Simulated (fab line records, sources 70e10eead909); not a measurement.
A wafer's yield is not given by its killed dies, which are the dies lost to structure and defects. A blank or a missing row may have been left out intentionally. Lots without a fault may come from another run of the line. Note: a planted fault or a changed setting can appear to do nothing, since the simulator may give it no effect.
fab line records    flow nandHarc
[record] lots = 6  wafers = 18  lastDay = 31
route steps=1302 shown P_GATE@170 END@1302
lots that met no fault: from a run of the same line without faults
startH: hours from the record's first day to the start of the lot's first wafer shown    waitH: how many hours have passed since the lot's step before this one    " same as the row above    L1.1+2: one row covering several wafers at once    - no value, or no start given    * or withheld: withheld    < > ~ a bound
route shown NAME@n: a module of which the file shows steps, and the number in the route of the first    usual: mean and standard deviation over wafers with no fault    same: alike in all rows    chamber/n: place in a boat    sites: per-site readings    _std_site: their standard deviation    _edge_site: the outer-site mean with the inner-site mean subtracted    radiusMm: for every site, how far away it sits from the centre of the wafer    mask NAME#n: copy n    behind: the tool/chamber that last shaped the wafer    hold: what put the lot on hold/how long, in hours/how the hold closed    device: whichever transistor did not switch (one of n, p or np)    end of line: tests of these same wafers at the route's end    a step without rows: its recipe alone    killed: dies lost to structure and defects at the first sort, not the wafer's yield    map: the dies of a wafer, with x for killed, . for not killed, _ for no die there
set.NAME: the setting as run; set.NAME@STEP: as run at that earlier step    model.NAME: the simulator's own value behind a step, which no gauge read
lots at selected steps of the route; one table per step, one row per wafer
services: when a tool's chamber went out of use (startH, in hours from the record's first day, below 0 if earlier), for how many hours, and the reason
[[steps]]
[step NHARC_P_GATE_CD_MEAS_46]
[recipe] targetCdNm = 720  landingEnergyEv = 500
[usual] cdNm = 719.6/1.8
lot.wafer  tool      chamber  startH  waitH  cdNm
L310.2     cdSem-01  0        109.38  -      719.5
L310.4     "         0        "       "      718.0
L310.6     "         0        "       "      719.2
L316.4     cdSem-03  0        167.88  -      717.3
L316.5     "         0        "       "      720.4
L316.6     "         0        "       "      720.2
L319.3     cdSem-02  0        212.73  -      720.1
L319.4     "         0        "       "      717.5
L319.6     "         0        "       "      715.7
L321.4     cdSem-02  0        218.96  -      722.7
L321.5     "         0        "       "      720.3
L321.6     "         0        "       "      721.7
L326.1     cdSem-02  0        272.57  -      719.4
L326.2     "         0        "       "      716.5
L326.3     "         0        "       "      717.3
L327.1     cdSem-02  0        273.64  -      714.5
L327.3     "         0        "       "      719.9
L327.6     "         0        "       "      718.8
[step NHARC_P_GATE_HARDBAKE_47]
[recipe] tempC = 125  timeS = 80
[step NHARC_P_GATE_DESCUM_48]
[recipe] timeS = 3  o2FlowSccm = 200  arFlowSccm = 0  biasPowerW = 0  chemistry = O2
[step NHARC_P_GATE_IMPLANT_49]
[recipe] energyKev = 30  doseCm2 = 3e+15  tiltDeg = 7
[step NHARC_P_GATE_STRIP_111]
[recipe] powerW = 1500  tempC = 110  timeS = 250  chemistry = N2/H2
[step NHARC_P_GATE_STRIP_75]
[recipe] powerW = 1500  tempC = 250  chemistry = O2
[step NHARC_P_GATE_STRIP_50]
[recipe] timeS = 900  tempC = 130  chemistry = SPM
[step NHARC_P_GATE_DEHYDRATE_51]
[recipe] tempC = 150  timeS = 120
[step NHARC_P_GATE_HMDS_52]
[recipe] timeS = 30
[step NHARC_P_GATE_COAT_53]
[recipe] spinRpm = 3000
[step NHARC_P_GATE_SOFTBAKE_54]
[recipe] tempC = 122  timeS = 95
[step NHARC_P_GATE_EBR_55]
[step NHARC_P_GATE_EXPOSE_56]
[recipe] na = 0.6  targetCdNm = 720  doseMj = 14.81  maskId = P_PSD
lot.wafer   tool           chamber  startH  waitH  mask     model.P_GATE.overlayXNm
L310.2+4+6  krfScanner-01  0        110.98  -      P_PSD#0  1.649
L316.4+5+6  krfScanner-04  0        169.41  -      P_PSD#0  -3.272
L319.3+4+6  krfScanner-01  0        214.26  -      P_PSD#0  0.4571
L321.4+5+6  krfScanner-04  0        220.58  -      P_PSD#0  -2.986
L326.1+2+3  krfScanner-04  0        274.22  -      P_PSD#0  205.2
L327.1+3+6  krfScanner-04  0        275.33  -      P_PSD#0  207.6
[step NHARC_P_GATE_PEB_57]
[recipe] pebTempC = 118  pebTimeS = 85
[step NHARC_P_GATE_DEVELOP_58]
[recipe] timeS = 70
[step NHARC_P_GATE_CD_MEAS_59]
[recipe] targetCdNm = 720  landingEnergyEv = 500
[usual] cdNm = 719.8/1.4
lot.wafer  tool      chamber  startH  waitH  cdNm
L310.2     cdSem-01  0        111.14  -      721.2
L310.4     "         0        "       "      721.4
L310.6     "         0        "       "      717.5
L316.4     cdSem-01  0        169.56  -      719.2
L316.5     "         0        "       "      721.0
L316.6     "         0        "       "      718.6
L319.3     cdSem-02  0        214.41  -      719.9
L319.4     "         0        "       "      718.8
L319.6     "         0        "       "      718.4
L321.4     cdSem-01  0        220.73  -      719.3
L321.5     "         0        "       "      719.9
L321.6     "         0        "       "      719.0
L326.1     cdSem-01  0        274.38  -      719.6
L326.2     "         0        "       "      719.6
L326.3     "         0        "       "      716.8
L327.1     cdSem-03  0        275.49  -      719.2
L327.3     "         0        "       "      718.6
L327.6     "         0        "       "      720.2
[step NHARC_P_GATE_HARDBAKE_60]
[recipe] tempC = 125  timeS = 80
[step NHARC_P_GATE_DESCUM_61]
[recipe] timeS = 3  o2FlowSccm = 200  arFlowSccm = 0  biasPowerW = 0  chemistry = O2
[usual] drypumpMotorCurrentA = 5.6/0.44  oesProductAu = 0.999/0.0099  rfVppV = 57.8/0.84  showerheadPlenumPTorr = 1.92/0.09  throttleValvePct = 11.309/0.0086
lot.wafer  tool        chamber  startH  waitH  drypumpMotorCurrentA  oesProductAu  rfHoursCounterH  rfVppV  showerheadPlenumPTorr  throttleValvePct
L310.4     rieDiel-07  1        111.29  -      6.0                   0.991         7                58.3    2.06                   11.311
L310.2     "           2        "       "      5.5                   1.001         6                58.4    2.05                   11.297
L310.6     "           2        "       "      5.5                   1.007         -                57.6    2.05                   11.315
L316.4     rieDiel-02  3        169.74  -      6.0                   0.977         9                56.7    1.96                   11.318
L316.5     "           1        "       "      5.0                   0.991         -                58.4    1.85                   11.301
L316.6     "           2        "       "      5.4                   0.992         -                58.1    1.93                   11.313
L319.4     rieDiel-07  3        214.56  -      6.2                   1.015         5                57.5    1.83                   11.298
L319.3     "           2        "       "      5.5                   1.017         5                58.6    2.05                   11.315
L319.6     "           3        "       "      6.2                   1.015         -                56.7    1.83                   11.316
L321.4     rieDiel-10  2        220.88  -      4.7                   0.995         9                59.5    2.03                   11.308
L321.5     "           2        "       "      4.8                   0.989         -                59.1    2.03                   11.288
L321.6     "           3        "       "      5.7                   0.997         -                57.4    1.80                   11.313
L326.3     rieDiel-10  3        274.54  -      5.7                   1.004         1                58.1    1.80                   11.306
L326.1     "           0        "       "      5.8                   0.999         2                58.2    1.78                   11.304
L326.2     "           2        "       "      4.7                   0.983         1                56.8    2.03                   11.317
L327.1     rieDiel-02  3        275.65  -      6.0                   1.010         2                57.9    1.95                   11.286
L327.3     "           2        "       "      5.4                   1.019         3                56.9    1.93                   11.291
L327.6     "           0        "       "      5.8                   1.000         -                56.9    1.90                   11.318
[step NHARC_P_GATE_IMPLANT_62]
[recipe] energyKev = 20  doseCm2 = 3e+15  tiltDeg = 7
[step NHARC_P_GATE_STRIP_112]
[recipe] powerW = 1500  tempC = 110  timeS = 200  chemistry = N2/H2
[usual] drypumpMotorCurrentA = 5.6/0.3  heaterPowerW = 93/9.9
lot.wafer  tool            chamber  startH  waitH  drypumpMotorCurrentA  heaterPowerW  rfHoursCounterH
L310.2     plasmaAsher-02  0        111.71  0.2    5.3                   112           5
L310.4     "               0        "       "      5.3                   111           -
L310.6     "               0        "       "      5.4                   113           -
L316.4     plasmaAsher-02  1        170.19  0.2    6.1                   93            -
L316.6     "               1        "       "      6.1                   91            -
L316.5     "               0        "       "      5.3                   114           -
L319.3     plasmaAsher-02  1        215.02  0.2    6.2                   92            -
L319.4     "               0        "       "      5.3                   110           -
L319.6     "               1        "       "      6.2                   92            -
L321.4     plasmaAsher-01  1        221.38  0.2    5.7                   91            -
L321.5     "               0        "       "      5.4                   84            -
L321.6     "               1        "       "      5.6                   88            -
L326.1     plasmaAsher-01  0        275.17  0.5    5.4                   86            23
L326.2     "               1        "       "      5.7                   88            23
L326.3     "               1        "       "      5.7                   90            -
L327.1     plasmaAsher-02  1        276.05  0.2    6.1                   95            1
L327.3     "               1        "       "      6.1                   95            -
L327.6     "               0        "       "      5.3                   112           -
[step NHARC_P_GATE_STRIP_76]
[recipe] powerW = 1500  tempC = 250  chemistry = O2
[usual] drypumpMotorCurrentA = 5.6/0.3  heaterPowerW = 348/38
lot.wafer  tool            chamber  startH  waitH  drypumpMotorCurrentA  heaterPowerW  rfHoursCounterH
L310.2     plasmaAsher-02  0        111.94  0.2    5.3                   417           5
L310.4     "               0        "       "      5.3                   419           -
L310.6     "               0        "       "      5.3                   423           -
L316.4     plasmaAsher-02  1        170.39  0.2    6.1                   335           -
L316.6     "               1        "       "      6.1                   344           -
L316.5     "               0        "       "      5.4                   430           -
L319.3     plasmaAsher-02  1        215.22  0.2    6.1                   346           -
L319.4     "               0        "       "      5.3                   426           -
L319.6     "               1        "       "      6.1                   349           -
L321.4     plasmaAsher-01  1        221.55  0.1    5.7                   330           -
L321.5     "               0        "       "      5.4                   309           -
L321.6     "               1        "       "      5.7                   325           -
L326.1     plasmaAsher-01  0        275.43  0.2    5.4                   309           23
L326.2     "               1        "       "      5.7                   333           23
L326.3     "               1        "       "      5.6                   326           -
L327.1     plasmaAsher-02  1        276.28  0.2    6.1                   357           2
L327.3     "               1        "       "      6.1                   348           -
L327.6     "               0        "       "      5.3                   409           -
[step NHARC_P_GATE_STRIP_63]
[recipe] timeS = 900  tempC = 130  chemistry = SPM
[step NHARC_P_GATE_DEHYDRATE_83]
[recipe] tempC = 150  timeS = 120
[step NHARC_P_GATE_HMDS_84]
[recipe] timeS = 30
[step NHARC_P_GATE_COAT_85]
[recipe] spinRpm = 3000
[step NHARC_P_GATE_SOFTBAKE_86]
[recipe] tempC = 122  timeS = 95
[step NHARC_P_GATE_EBR_87]
[step NHARC_P_GATE_EXPOSE_88]
[recipe] na = 0.6  targetCdNm = 2000  doseMj = 11.87  maskId = P_HVN
[step NHARC_P_GATE_PEB_89]
[recipe] pebTempC = 118  pebTimeS = 85
[step NHARC_P_GATE_DEVELOP_90]
[recipe] timeS = 70
[step NHARC_P_GATE_CD_MEAS_91]
[recipe] targetCdNm = 2000  landingEnergyEv = 500
[usual] cdNm = 2000.6/1.5
lot.wafer  tool      chamber  startH  waitH  cdNm
L310.2     cdSem-03  0        112.72  -      2000.0
L310.4     "         0        "       "      1999.9
L310.6     "         0        "       "      2000.9
L316.4     cdSem-01  0        171.29  -      2003.1
L316.5     "         0        "       "      2001.5
L316.6     "         0        "       "      1999.2
L319.3     cdSem-02  0        215.99  -      1997.2
L319.4     "         0        "       "      2001.7
L319.6     "         0        "       "      1999.5
L321.4     cdSem-01  0        222.49  -      1999.0
L321.5     "         0        "       "      1999.5
L321.6     "         0        "       "      2001.5
L326.1     cdSem-03  0        276.23  -      1997.2
L326.2     "         0        "       "      2001.6
L326.3     "         0        "       "      1998.7
L327.1     cdSem-03  0        277.19  -      2000.8
L327.3     "         0        "       "      2000.0
L327.6     "         0        "       "      2000.3
[step NHARC_P_GATE_HARDBAKE_92]
[recipe] tempC = 125  timeS = 80
[step NHARC_P_GATE_DESCUM_93]
[recipe] timeS = 3  o2FlowSccm = 200  arFlowSccm = 0  biasPowerW = 0  chemistry = O2
[step NHARC_P_GATE_IMPLANT_94]
[recipe] energyKev = 60  doseCm2 = 2e+15  tiltDeg = 7
[step NHARC_P_GATE_STRIP_113]
[recipe] powerW = 1500  tempC = 110  timeS = 740  chemistry = N2/H2
[step NHARC_P_GATE_STRIP_95]
[recipe] powerW = 1500  tempC = 250  chemistry = O2
[usual] drypumpMotorCurrentA = 5.6/0.33  heaterPowerW = 356/40
lot.wafer  tool            chamber  startH  waitH  drypumpMotorCurrentA  heaterPowerW  rfHoursCounterH
L310.2     plasmaAsher-01  0        113.98  0.5    5.4                   332           25
L310.4     "               0        "       "      5.4                   339           -
L310.6     "               0        "       "      5.4                   334           -
L316.4     plasmaAsher-02  0        172.56  0.3    5.4                   426           -
L316.6     "               1        "       "      6.1                   350           -
L316.5     "               0        "       "      5.3                   416           -
L319.4     plasmaAsher-01  1        217.24  0.4    5.7                   334           -
L319.3     "               0        "       "      5.4                   311           -
L319.6     "               0        "       "      5.4                   317           -
L321.4     plasmaAsher-01  1        223.75  0.3    5.7                   328           -
L321.5     "               0        "       "      5.4                   306           -
L321.6     "               1        "       "      5.7                   343           -
L326.2     plasmaAsher-02  1        277.48  0.6    6.1                   358           3
L326.1     "               0        "       "      5.3                   411           3
L326.3     "               1        "       "      6.1                   355           -
L327.1     plasmaAsher-01  1        278.45  0.5    5.7                   330           25
L327.3     "               1        "       "      5.7                   333           -
L327.6     "               0        "       "      5.4                   319           -
[step NHARC_P_GATE_STRIP_96]
[recipe] timeS = 900  tempC = 130  chemistry = SPM
[step NHARC_P_GATE_RTA_64]
[recipe] tempC = 1050  timeS = 1
[step NHARC_P_GATE_ETCH_77]
[recipe] targetDepthA = 60  chemistry = dHF  material = SiO2
[step NHARC_P_GATE_DEGAS_109]
[recipe] tempC = 300  timeS = 60
[usual] heaterPowerW = 481/36  susceptorTempC = 300.01/0.19
lot.wafer  tool           chamber  startH  waitH  heaterPowerW  susceptorTempC
L310.2     pvdSputter-02  -        114.84  0.1    518           299.99
L310.4     "              -        "       "      425           300.10
L310.6     "              -        "       "      554           299.66
L316.4     pvdSputter-01  -        173.48  0.1    430           299.79
L316.5     "              -        "       "      510           299.45
L316.6     "              -        "       "      435           299.82
L319.4     pvdSputter-02  -        218.17  0.1    421           300.21
L319.3     "              -        "       "      542           300.20
L319.6     "              -        "       "      429           299.98
L321.4     pvdSputter-02  -        224.64  0.1    442           299.89
L321.6     "              -        "       "      545           299.68
L321.5     "              -        "       "      435           299.92
L326.1     pvdSputter-01  -        278.35  0.1    482           299.75
L326.3     "              -        "       "      522           299.90
L326.2     "              -        "       "      479           299.97
L327.3     pvdSputter-03  -        279.34  0.1    498           299.93
L327.1     "              -        "       "      496           300.07
L327.6     "              -        "       "      439           300.13
[step NHARC_P_GATE_PRE_CLEAN_110]
[recipe] timeS = 30  biasV = 200  gas = Ar
[step NHARC_P_GATE_SPUTTER_78]
[recipe] targetThkA = 100  material = Ni
[step NHARC_END_SORT_01]
[recipe] tempC = 25
[usual] killedAtArray = 63/17  killedAtOther = 0.8/1.1  killedAtPeriphery = 3.5/3  killedDies = 67/17  killedOpen = 3.1/1.6  killedShort = 2.6/1.4
[same] grossDies = 677
lot.wafer  tool       chamber  startH  waitH  killedAtArray  killedAtOther  killedAtPeriphery  killedDies  killedOpen  killedShort
L326.1     prober-02  0        732.06  2.5    64             0              613                677         4           2
L326.2     prober-02  0        732.86  2.8    68             0              609                677         1           1
L326.3     prober-02  0        733.66  3.1    72             0              605                677         2           4
L327.1     prober-01  0        732.08  2.5    42             3              632                677         3           5
L327.3     prober-01  0        733.67  3.1    45             1              631                677         2           2
L327.6     prober-01  0        736.05  4.0    43             1              633                677         3           3
// killed by level:class
L326.1 P_GATE:overlay=611 A_SLIT:chamberFilmFlake=23 A_CHANNEL_HOLE_D2:chamberFilmFlake=18 A_CHANNEL_HOLE_D1:chamberFilmFlake=9 A_CONTACT:chamberFilmFlake=5 A_CHANNEL_FILL_D2:chamberFilmFlake=2 P_CONTACT:geometricParticle:open=1 A_CHANNEL_FILL_D1:geometricParticle:open=1
L327.1 P_GATE:overlay=631 A_CHANNEL_HOLE_D1:chamberFilmFlake=23 A_CONTACT:chamberFilmFlake=6 A_STAIRCASE:chamberFilmFlake=4 A_SLIT:chamberFilmFlake=3 THIN_TSV:chamberFilmFlake=2 P_M2:geometricParticle:short=1 A_CHANNEL_FILL_D1:geometricParticle:short=1
L326.2 P_GATE:overlay=606 A_SLIT:chamberFilmFlake=30 A_CHANNEL_HOLE_D2:chamberFilmFlake=14 A_STAIRCASE:chamberFilmFlake=7 A_CHANNEL_HOLE_D1:chamberFilmFlake=6 A_CONTACT:chamberFilmFlake=6 P_GATE:chamberFilmFlake=2 A_DECK1_JOINT:geometricParticle:short=1
L326.3 P_GATE:overlay=604 A_CHANNEL_HOLE_D2:chamberFilmFlake=23 A_SLIT:chamberFilmFlake=21 A_CHANNEL_HOLE_D1:chamberFilmFlake=13 A_CONTACT:chamberFilmFlake=4 A_STAIRCASE:chamberFilmFlake=3 A_CHANNEL_FILL_D1:geometricParticle:short=1 A_DECK1_JOINT:geometricParticle:short=1
L327.3 P_GATE:overlay=631 A_CHANNEL_HOLE_D1:chamberFilmFlake=25 A_SLIT:chamberFilmFlake=6 A_STAIRCASE:chamberFilmFlake=5 A_CONTACT:chamberFilmFlake=3 A_CHANNEL_FILL_D1:geometricParticle:open=1 A_DECK1_JOINT:geometricParticle:open=1 A_M0:geometricParticle:short=1
L327.6 P_GATE:overlay=626 A_CHANNEL_HOLE_D1:chamberFilmFlake=31 A_ONON_D1:geometricParticle:short=3 A_SLIT:chamberFilmFlake=3 A_STAIRCASE:chamberFilmFlake=3 P_M0:geometricParticle:open=2 P_GATE:chamberFilmFlake=2 A_BLC:geometricParticle:open=1
// map L326.1 (x killed, . not)
____________x____________
_________xxxxxxx_________
_______xxxxxxxxxxx_______
______xxxxxxxxxxxxx______
_____xxxxxxxxxxxxxxx_____
____xxxxxxxxxxxxxxxxx____
____xxxxxxxxxxxxxxxxx____
___xxxxxxxxxxxxxxxxxxx___
___xxxxxxxxxxxxxxxxxxx___
__xxxxxxxxxxxxxxxxxxxxx__
__xxxxxxxxxxxxxxxxxxxxx__
_xxxxxxxxxxxxxxxxxxxxxxx_
_xxxxxxxxxxxxxxxxxxxxxxx_
_xxxxxxxxxxxxxxxxxxxxxxx_
_xxxxxxxxxxxxxxxxxxxxxxx_
_xxxxxxxxxxxxxxxxxxxxxxx_
xxxxxxxxxxxxxxxxxxxxxxxxx
xxxxxxxxxxxxxxxxxxxxxxxxx
xxxxxxxxxxxxxxxxxxxxxxxxx
xxxxxxxxxxxxxxxxxxxxxxxxx
xxxxxxxxxxxxxxxxxxxxxxxxx
_xxxxxxxxxxxxxxxxxxxxxxx_
_xxxxxxxxxxxxxxxxxxxxxxx_
_xxxxxxxxxxxxxxxxxxxxxxx_
_xxxxxxxxxxxxxxxxxxxxxxx_
_xxxxxxxxxxxxxxxxxxxxxxx_
__xxxxxxxxxxxxxxxxxxxxx__
__xxxxxxxxxxxxxxxxxxxxx__
___xxxxxxxxxxxxxxxxxxx___
___xxxxxxxxxxxxxxxxxxx___
____xxxxxxxxxxxxxxxxx____
____xxxxxxxxxxxxxxxxx____
_____xxxxxxxxxxxxxxx_____
______xxxxxxxxxxxxx______
_______xxxxxxxxxxx_______
_________xxxxxxx_________
____________x____________
// map L327.1 (x killed, . not)
____________x____________
_________xxxxxxx_________
_______xxxxxxxxxxx_______
______xxxxxxxxxxxxx______
_____xxxxxxxxxxxxxxx_____
____xxxxxxxxxxxxxxxxx____
____xxxxxxxxxxxxxxxxx____
___xxxxxxxxxxxxxxxxxxx___
___xxxxxxxxxxxxxxxxxxx___
__xxxxxxxxxxxxxxxxxxxxx__
__xxxxxxxxxxxxxxxxxxxxx__
_xxxxxxxxxxxxxxxxxxxxxxx_
_xxxxxxxxxxxxxxxxxxxxxxx_
_xxxxxxxxxxxxxxxxxxxxxxx_
_xxxxxxxxxxxxxxxxxxxxxxx_
_xxxxxxxxxxxxxxxxxxxxxxx_
xxxxxxxxxxxxxxxxxxxxxxxxx
xxxxxxxxxxxxxxxxxxxxxxxxx
xxxxxxxxxxxxxxxxxxxxxxxxx
xxxxxxxxxxxxxxxxxxxxxxxxx
xxxxxxxxxxxxxxxxxxxxxxxxx
_xxxxxxxxxxxxxxxxxxxxxxx_
_xxxxxxxxxxxxxxxxxxxxxxx_
_xxxxxxxxxxxxxxxxxxxxxxx_
_xxxxxxxxxxxxxxxxxxxxxxx_
_xxxxxxxxxxxxxxxxxxxxxxx_
__xxxxxxxxxxxxxxxxxxxxx__
__xxxxxxxxxxxxxxxxxxxxx__
___xxxxxxxxxxxxxxxxxxx___
___xxxxxxxxxxxxxxxxxxx___
____xxxxxxxxxxxxxxxxx____
____xxxxxxxxxxxxxxxxx____
_____xxxxxxxxxxxxxxx_____
______xxxxxxxxxxxxx______
_______xxxxxxxxxxx_______
_________xxxxxxx_________
____________x____________
[[services]]
tool            chamber  startH  hours  kind
rieDiel-07      1        98.13   4.6    repair
plasmaAsher-01  -        98.68   0.5    repair
krfScanner-04   -        100.19  0.3    repair
pvdSputter-02   -        104.06  10.0   pm
pvdSputter-01   -        109.04  3.9    repair
rieDiel-10      1        110.75  2.0    repair
rieDiel-07      -        117.20  9.0    pm
rieDiel-02      1        133.49  11.4   repair
krfScanner-01   -        140.00  4.0    pm
plasmaAsher-01  -        165.00  9.0    pm
pvdSputter-03   -        170.02  10.0   pm
rieDiel-07      3        175.88  7.3    repair
rieDiel-07      1        177.03  2.2    repair
krfScanner-04   -        187.05  4.0    pm
pvdSputter-02   -        194.21  0.7    repair
krfScanner-01   -        206.33  6.3    repair
rieDiel-02      -        216.70  9.0    pm
pvdSputter-01   -        226.09  10.0   pm
pvdSputter-02   -        234.80  0.6    repair
rieDiel-10      -        242.50  9.0    pm
plasmaAsher-02  -        249.00  9.0    pm
krfScanner-04   -        249.14  0.3    repair
krfScanner-01   -        254.25  8.8    repair
plasmaAsher-02  -        264.36  11.6   repair
[[key]]
[firstSign] step = NHARC_END_SORT_01  reading = killedAtPeriphery  direction = up  sigmas = 99+  usual = 3.5  struck = 620.5
[effect] step = NHARC_END_SORT_01  reading = killedDies  direction = up  sigmas = 35  usual = 67  struck = 677
[modelEffect] step = NHARC_P_GATE_EXPOSE_56  value = P_GATE.overlayXNm  without = 0.7392  struck = 206.4
[moreKillsBornAt] NHARC_P_GATE_EXPOSE_56@krfScanner-04 = 3709
metAt NHARC_P_GATE_EXPOSE_56
struckWafers L326.1,L326.2,L326.3,L327.1,L327.3,L327.6
testerLeftOut L326,L327
onsetBetween 220.58 274.22
alsoFits time
[fault] kind = scannerMatchingOverlay  tool = krfScanner-04  chamber = -  onsetH = 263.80  steps = NHARC_P_GATE_EXPOSE_56  offset = 205.67
// testerLeftOut: of these lots the tester's yield and bins aren't shown, on N5 and GAA mostly nor the transistor test; their killed dies are dies lost to structure and defects alone, not to doping, threshold or leakage, so they don't give the yield
